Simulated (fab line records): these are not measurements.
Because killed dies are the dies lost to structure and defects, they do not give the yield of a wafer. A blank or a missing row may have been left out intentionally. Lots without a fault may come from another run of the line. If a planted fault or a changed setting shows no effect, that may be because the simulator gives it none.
8D (eight disciplines) problem report, filled in by code + flow nand harc + the parts of the form that need people (team, actions taken, sign-off) are left out

== 1. PROBLEM STATEMENT ==
Wafers without a fault read 999 nm, standard deviation 10; thk nm at NHARC_A_ONON_D1_THK_MEAS_27 reads a mean of 1200 nm on 6 wafers belonging to 2 lots. That is +20 standard deviations from the usual mean.
The step: measures by ellipsometry.
Seen first at day 15 01:17 on film metro-01, wafer L417.1. The record has a number at this step for 36 wafers belonging to 12 lots. By rule, "out" or "out of limits" means more than 4 standard deviations away from the usual mean. The other wafers with a number count as sound.

== 2. WHAT IT IS; WHAT IT IS NOT ==
| question                    | is                     | is not                                                                    |
|-----------------------------|------------------------|---------------------------------------------------------------------------|
| which readings at this step | thk nm                 | -                                                                         |
| which lots                  | L417, L418             | L400, L402, L403, L404, L405, L407, L409, L410, L422, L423                |
| which wafers of those lots  | all that have a number | -                                                                         |
| read on which gauges        | film metro-01          | film metro-02                                                             |
| when                        | from day 15 01:17      | up to then (24 sound wafers); but 6 sound wafers of L422, L423 came after |

== 3. WHAT RULES OUT EACH SUSPECT ==
Counting: a tool stays on the suspect list if, at a process step up to the reading, it processed all lots that are out and no sound lot following the first of them.
- the gauge at NHARC_A_ONON_D1_THK_MEAS_27 has been ruled out. All the wafers that are out were read on film metro-01, but those of them that NHARC_END_SORT_01 has rows for are out there too, on other tools.
- cmp-02 at NHARC_P_BONDPAD_CMP_19 (polishes, t overpolish 30 s, cu recess touch 16 s, target thk 160.81 nm): ruled out as a lasting fault. Sound lots L422 ran on it after its first lot that is out, L417 (day 13 15:28).
- pecvd onon-04 at NHARC_A_ONON_D1_DEP_25 (target thk 1000 nm): kept. It processed each lot that is out, first L417 at day 15 00:46, and no sound lot thereafter; up to then, the last sound lot it processed was L407 at day 10 22:46.
Left after counting: pecvd onon-04 at NHARC_A_ONON_D1_DEP_25.

== 4. THE CAUSE (what the simulator had put in) ==
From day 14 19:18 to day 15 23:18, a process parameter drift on pecvd onon-04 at NHARC_A_ONON_D1_DEP_25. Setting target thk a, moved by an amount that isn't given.
The count eliminated every tool but this one.

== 5. THE CHAIN OF EFFECTS, in route order ==
One row per reading whose mean, taken over the struck wafers that have a number, lies over 3 standard deviations from the usual. Only readings for which the record gives a usual standard deviation are gone through. hours: the time from each lot's start at the first step in this table that gives one to its start at this step, as a median over the lots. sigmas: the change in usual standard deviations.
| hours | step                        | reading         | usual  | on struck wafers | change | sigmas |
|-------|-----------------------------|-----------------|--------|------------------|--------|--------|
| 0     | NHARC_A_ONON_D1_THK_MEAS_27 | thk nm          | 999 nm | 1200             | +201   | +20    |
| 373   | NHARC_END_SORT_01           | killed at array | 57     | 673              | +616   | +34    |
| 373   | NHARC_END_SORT_01           | killed dies     | 62     | 677              | +615   | +34    |

== 6. HOW IT WOULD HAVE BEEN CAUGHT EARLIER ==
6 hours passed between the start of the fault at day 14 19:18 and the first reading out of limits at a measuring or inspecting step in this record, taken at day 15 01:17.
L418, from the lots that are out (2), started NHARC_A_ONON_D1_DEP_25 on pecvd onon-04 later than day 15 01:17. Had the tool been put on hold then, it would have been spared.
